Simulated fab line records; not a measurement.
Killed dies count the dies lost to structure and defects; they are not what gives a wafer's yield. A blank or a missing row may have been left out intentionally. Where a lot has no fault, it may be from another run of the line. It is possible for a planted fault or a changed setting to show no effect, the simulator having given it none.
Split-lot trial	flow n5_finfet	21 wafers read across 7 lots, on a route 1938 steps long

ABOUT THE SPLIT
At N5_BEOL_M8_ETCH_65 (etches SiARC in CF4, target depth 15.6 nm, time 26 s), the setting source_w was moved away from the recipe's 545 W on 5 of the 21 wafers read, by -15.4% to +13.2%. This setting was run at the recipe's value on the other wafers.

The reading is taken at the split's own step.

THE READING
rf_vpp_V, in V, at N5_BEOL_M8_ETCH_65 (etches SiARC in CF4, target depth 15.6 nm, time 26 s). On this fab line, fault-free wafers typically give 184.8 V with a standard deviation of 1 V.

wafer	tool, chamber at the split	source_w as run, W	against the recipe	rf_vpp_V, V	against lot-mates on the recipe
L075.1	rie_diel-06, 3	616.8	+13.2%	178.3	-6.3
L075.2	rie_diel-06, 0	545	recipe	185.1	-
L075.4	rie_diel-06, 1	545	recipe	184.1	-
L081.1	rie_diel-01, 1	545	recipe	184.9	-
L081.3	rie_diel-01, 0	461.3	-15.4%	195.4	+10.5
L081.6	rie_diel-01, 3	461.3	-15.4%	194.7	+9.8
L083.2	rie_diel-06, 2	545	recipe	183.8	-
L083.5	rie_diel-06, 2	545	recipe	182.7	-
L083.6	rie_diel-06, 0	545	recipe	184.4	-
L084.1	rie_diel-06, 2	545	recipe	184.0	-
L084.2	rie_diel-06, 1	545	recipe	184.0	-
L084.4	rie_diel-06, 2	545	recipe	184.2	-
L085.4	rie_diel-06, 0	545	recipe	183.3	-
L085.5	rie_diel-06, 0	545	recipe	183.9	-
L085.6	rie_diel-06, 1	545	recipe	185.9	-
L089.3	rie_diel-06, 2	545	recipe	183.5	-
L089.4	rie_diel-06, 0	545	recipe	184.0	-
L089.5	rie_diel-06, 2	545	recipe	184.0	-
L091.1	rie_diel-06, 3	506.2	-7.1%	191.0	+5.7
L091.3	rie_diel-06, 1	506.2	-7.1%	190.1	+4.8
L091.5	rie_diel-06, 0	545	recipe	185.3	-

FIT RESULTS
A straight line over all 21 wafers: rf_vpp_V changes by -0.656 V for each +1% of source_w; r = -0.97; the points scatter about the line by 1.1 V.
The same after taking each lot's own level away (the mean of its wafers on the recipe; 21 wafers): -0.619 V for each +1%; r = -0.98; scatter 0.76 V.
According to that fit, moving source_w by its largest amount changes the reading by 9.5 V.
Measured against the standard deviation above, the lots' own levels, which go from 183.63 to 185.30 V, span 1.7 times it.
The two slopes agree, so the slope changes little with the lot-to-lot level.
Check: +9.37 V against its lot-mates is what the line predicts for one of the wafers moved furthest among these (-15.4%) when that wafer is left out of the fit. It came out at +10.5 V against them.
Tool readings at the split's step, against how far the setting was moved: etch_rf_on_time_s r = -0.91; rf_vpp_V r = -0.97.

OTHER SPLITS ON THESE WAFERS
Before the reading, these wafers also passed through other splits. Each is held against what the fit with the lots' levels taken away leaves over:
other split on the same wafers	wafers away from the commonest value	r with rf_vpp_V (lot level and that fit taken away)
N5_BEOL_M6_TRENCH_ETCH_37 time_s	9	+0.07
N5_BEOL_M8_EXPOSE_08 dose_mj	8	-0.07
N5_BEOL_M8_DEVELOP_10 develop_time_s	11	-0.17

THE WHOLE CHAIN: every reading that the file lists as answering this split, in the file's order
step	what it does	reading	change (the file's fit)	r (the file's)
N5_BEOL_M8_ETCH_65	etches SiARC in CF4, target depth 15.6 nm, time 26 s	etch_rf_on_time_s	withheld for each +1% of the setting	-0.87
N5_BEOL_M8_ETCH_65	etches SiARC in CF4, target depth 15.6 nm, time 26 s	rf_vpp_V	-0.601 V for each +1% of the setting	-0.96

THE FILE'S OWN FIT
rf_vpp_V changes by -0.601 V for each +1% of source_w, r = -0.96.
